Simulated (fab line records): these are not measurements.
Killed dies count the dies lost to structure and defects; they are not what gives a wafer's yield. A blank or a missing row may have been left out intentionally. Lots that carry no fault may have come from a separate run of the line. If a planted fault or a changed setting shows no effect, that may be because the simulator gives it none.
8D (eight disciplines) problem report, filled in by code ; flow n5_finfet ; the parts of the form that need people (team, actions taken, sign-off) are left out

## 1. THE ISSUE
Wafers with no fault read 32 with a standard deviation of 9.6, whereas killed_at_M0_to_M3 at N5_PASSIVATION_PROBE_49 reads a mean of 173 on 1 wafer of 1 lot. Measured from the usual mean, that is +15 standard deviations.
Earliest sighting: wafer L128.5 on prober-02 at day 15 23:21. The record holds 12 wafers of 4 lots with a number at this step. Rule for "out" (also "out of limits"): further than 4 standard deviations from the usual mean. All remaining wafers that have a number are taken as sound.

## 2. WHAT IT IS, WHAT IT ISN'T
question;is;is not
which readings at this step;killed_at_M0_to_M3, defect_limited_yield, killed_dies, sort_bin_5_function, sort_n_pass, sort_yield_pct;killed_at_M4_up, killed_at_contacts, killed_at_front_end, killed_at_other, killed_open, killed_short, sort_bin_6_memory, sort_bin_8_speed
which lots;L128;L121, L124, L136
which wafers of those lots;L128.5;L128.1, L128.6
read on which tools;prober-02;prober-01
when;from day 15 23:21;"up to then (7 sound wafers); but 4 sound wafers of L128, L136 came after"

## 3. SUSPECTS, AND WHAT RULES EACH OUT
Counting: any tool at a process step up to the reading remains a suspect provided it ran every lot that is out. Sound lots after the first of them don't rule it out here, since some wafers of a struck lot are sound.
- pvd_sputter-02 at N5_BEOL_M2_SPUTTER_90 (material Cu, target thk 4.5 nm, time 8.29 s): kept. The lot that is out, L128, ran on it at day 10 08:30; the last sound lot it ran before that was L121, at day 7 16:13.
- pvd_sputter-03 at N5_PASSIVATION_DEGAS_18 (time 60 s): kept. The lot that is out, L128, ran on it at day 15 17:20; the last sound lot it ran before that was L124, at day 13 12:25.
- rie_metal-01 at N5_PASSIVATION_ETCH_59 (etches TaN in Cl2/BCl3, target depth 65 nm, time 34.9 s): kept. The lot that is out, L128, ran on it at day 15 18:44; the last sound lot it ran before that was L124, at day 13 13:46.
- rie_diel-05 at N5_PASSIVATION_PASS_ETCH_47 (etches SiNx in CF4/O2, target depth 770 nm, time 385 s): kept. It ran the lot that is out, L128 (day 15 20:08).
- prober-02 at N5_PASSIVATION_PROBE_49: kept. The lot that is out, L128, ran on it at day 15 23:09; the last sound lot it ran before that was L121, at day 12 17:27. Its own defect_limited_yield, killed_at_M0_to_M3, killed_dies, sort_bin_5_function, sort_n_pass, sort_yield_pct readings are out on those wafers.
- rie_diel-05, N5_PASSIVATION_PASS_ETCH_47: wafers that are out in chamber 0, sound lot-mates in chambers 1, 3.
Left after counting: pvd_sputter-02 at N5_BEOL_M2_SPUTTER_90, pvd_sputter-03 at N5_PASSIVATION_DEGAS_18, rie_metal-01 at N5_PASSIVATION_ETCH_59, rie_diel-05 at N5_PASSIVATION_PASS_ETCH_47, prober-02 at N5_PASSIVATION_PROBE_49.

## 4. THE CAUSE (what the simulator had put in)
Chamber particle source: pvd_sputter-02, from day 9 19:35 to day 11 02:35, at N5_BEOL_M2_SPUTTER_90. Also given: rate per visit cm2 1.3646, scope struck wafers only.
Counting left 5 suspects, and this tool is among them.

## 5. SEQUENCE OF EFFECTS, ordered by route
Rows list readings where the struck wafers' mean (over those with a number) sits beyond 3 standard deviations from the usual. Only readings whose record carries a usual standard deviation are examined. hours: median over the lots of the time between each lot's start at the first step of this table that gives one and its start at this step. sigmas: the change, counted in usual standard deviations.
hours;step;reading;usual;on struck wafers;change;sigmas
0;N5_PASSIVATION_PROBE_49;defect_limited_yield;91.7 %;80.4;-11.3;-7.5
0;N5_PASSIVATION_PROBE_49;killed_at_M0_to_M3;32;173;+141;+15
0;N5_PASSIVATION_PROBE_49;killed_dies;98;231;+133;+7.8
0;N5_PASSIVATION_PROBE_49;sort_bin_5_function;4.9 %;11.7;+6.8;+7.3
0;N5_PASSIVATION_PROBE_49;sort_n_pass;1082;949;-133;-7.8
0;N5_PASSIVATION_PROBE_49;sort_yield_pct;91.7 %;80.4;-11.3;-8.1
Process steps it contains:
- N5_PASSIVATION_PROBE_49

## 6. HOW IT WOULD HAVE BEEN CAUGHT EARLIER
The fault began at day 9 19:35; the first out-of-limits reading in this record came at day 15 23:21, 148 hours later.
No tool reading at N5_BEOL_M2_SPUTTER_90 that has a usual standard deviation in the record was out on any struck wafer, so an alarm limit of 4 standard deviations on those readings would not have fired.
The start of N5_BEOL_M2_SPUTTER_90 on pvd_sputter-02 came by day 15 23:21 for every one of the lots that are out (1). Holding the tool at that point would not have protected any of them.
